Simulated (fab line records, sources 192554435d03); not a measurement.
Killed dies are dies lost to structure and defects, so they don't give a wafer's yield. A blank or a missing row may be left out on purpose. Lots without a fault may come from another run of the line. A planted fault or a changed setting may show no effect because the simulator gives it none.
Split-lot experiment | flow n5_finfet | 7 lots, 21 wafers read, on a route of 1938 steps

THE SPLIT
At N5_BEOL_M4_TRENCH_ETCH_37 (etches SiOC in C4F6/O2, target depth 55.555 nm, time 29.2 s), the setting source_w was moved away from the recipe's 355 W on 9 of the 21 wafers read, by -17.6% to +14.0%. The other wafers ran this setting at the recipe's value.

FROM THE SPLIT TO THE READING: what the file shows between them, 13 steps
- N5_BEOL_M4_ETCH_41: etches SiCN in CH3F/O2, target depth 29.9 nm, time 52.5 s
- N5_BEOL_M4_STRIP_97: strips in N2/H2, time 10 s
- N5_BEOL_M4_OCD_MEAS_38
- N5_BEOL_M4_HM_STRIP_39: strips TiN in peroxide tin strip, target depth 25 nm, time 158 s
- N5_BEOL_M4_SRD_40: time 30 s
- N5_BEOL_M4_ECD_50: material Cu, target thk 300 nm
- N5_BEOL_M4_ANNEAL_51: time 90 s
- N5_BEOL_M4_CMP_52: polishes, stops on SiOC, t overpolish 6.8 s, target thk 40 nm
- N5_BEOL_M4_THK_MEAS_53: measures by xrf
- N5_BEOL_M4_PRE_CLEAN_60: time 15 s
- N5_BEOL_M4_CO_CAP_55: material Co, precursor CCTBA/H2, target thk 2 nm, time 102.1 s
- N5_BEOL_M4_PRE_CLEAN_56: time 15 s
- N5_BEOL_M4_DEP_57: deposits SiCN from 3MS/NH3, target thk 8 nm, time 14 s

THE READING
M4_RS, in ohm/sq, at N5_BEOL_M4_RS_MEAS_58 (measures by four-point-probe). Fault-free wafers of this fab line usually give 0.671 ohm/sq, standard deviation 0.029 ohm/sq.

wafer  | tool, chamber at the split | source_w as run, W | against the recipe | M4_RS, ohm/sq | against lot-mates on the recipe
L074.1 | rie_diel-04, 3             | 292.4              | -17.6%             | 0.821         | +0.160
L074.3 | rie_diel-04, 2             | 355                | recipe             | 0.661         | -
L074.4 | rie_diel-04, 1             | 292.4              | -17.6%             | 0.791         | +0.130
L077.2 | rie_diel-04, 3             | 312.7              | -11.9%             | 0.740         | +0.058
L077.3 | rie_diel-04, 1             | 355                | recipe             | 0.699         | -
L077.6 | rie_diel-04, 1             | 355                | recipe             | 0.665         | -
L078.1 | rie_diel-05, 3             | 355                | recipe             | 0.650         | -
L078.2 | rie_diel-05, 2             | 404.8              | +14.0%             | 0.584         | -0.066
L078.6 | rie_diel-05, 2             | 404.8              | +14.0%             | 0.587         | -0.063
L080.2 | rie_diel-04, 2             | 355                | recipe             | 0.724         | -
L080.3 | rie_diel-04, 3             | 355                | recipe             | 0.774         | -
L080.5 | rie_diel-04, 3             | 378.3              | +6.6%              | 0.700         | -0.049
L082.2 | rie_diel-02, 3             | 355                | recipe             | 0.670         | -
L082.3 | rie_diel-02, 1             | 355                | recipe             | 0.708         | -
L082.5 | rie_diel-02, 0             | 355                | recipe             | 0.687         | -
L086.1 | rie_diel-04, 3             | 355                | recipe             | 0.639         | -
L086.5 | rie_diel-04, 2             | 297.9              | -16.1%             | 0.737         | +0.112
L086.6 | rie_diel-04, 3             | 355                | recipe             | 0.612         | -
L095.1 | rie_diel-02, 1             | 328.8              | -7.4%              | 0.677         | +0.052
L095.3 | rie_diel-02, 3             | 355                | recipe             | 0.625         | -
L095.4 | rie_diel-02, 0             | 328.8              | -7.4%              | 0.715         | +0.090

THE FIT
A straight line over all 21 wafers: M4_RS changes by -0.00571 ohm/sq for each +1% of source_w; r = -0.78; the points scatter about the line by 0.041 ohm/sq.
The same after taking each lot's own level away (the mean of its wafers on the recipe; 21 wafers): -0.0067 ohm/sq for each +1%; r = -0.95; scatter 0.02 ohm/sq.
On that fit, the largest move of source_w shifts the reading by 0.12 ohm/sq.
The lots' own levels span 0.6250 to 0.7490 ohm/sq, that is 4.3 times the standard deviation above.
So the lot-to-lot level blurs the effect unless lot-mates are compared.
Check: with one of the wafers moved furthest among these (-17.6%) left out of the fit, the line predicts +0.115 ohm/sq for it against its lot-mates. It came out at +0.16 ohm/sq against them.
Tool readings at the split's step, against how far the setting was moved: rf_vpp_V r = -0.97.

THE WHOLE CHAIN: every reading that the file lists as answering this split, in the file's order
step                      | what it does                                                  | reading                                                                      | change (the file's fit)               | r (the file's)
N5_BEOL_M4_TRENCH_ETCH_37 | etches SiOC in C4F6/O2, target depth 55.555 nm, time 29.2 s   | rf_vpp_V                                                                     | -3.64 V for each +1% of the setting   | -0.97
N5_BEOL_M4_TRENCH_ETCH_37 | etches SiOC in C4F6/O2, target depth 55.555 nm, time 29.2 s   | BEOL_M4.feature_depth_nm (the simulator's own value, which no gauge read)    | +0.275 nm for each +1% of the setting | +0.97
N5_BEOL_M4_TRENCH_ETCH_37 | etches SiOC in C4F6/O2, target depth 55.555 nm, time 29.2 s   | etch.depth_nm (the simulator's own value, which no gauge read)               | +0.274 nm for each +1% of the setting | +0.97
N5_BEOL_M4_OCD_MEAS_38    |                                                               | trench_depth_nm                                                              | +0.258 nm for each +1% of the setting | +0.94
N5_BEOL_M4_CMP_52         | polishes, stops on SiOC, t overpolish 6.8 s, target thk 40 nm | Cu_of_BEOL_M4_ECD_50.thk_nm (the simulator's own value, which no gauge read) | +0.296 nm for each +1% of the setting | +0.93
N5_BEOL_M4_THK_MEAS_53    | measures by xrf                                               | M4_THK                                                                       | +0.299 for each +1% of the setting    | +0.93
N5_BEOL_M4_RS_MEAS_58     | measures by four-point-probe                                  | M4_RS                                                                        | -0.00676 for each +1% of the setting  | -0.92

THE FILE'S OWN FIT
M4_RS changes by -0.00676 ohm/sq for each +1% of source_w, r = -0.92.
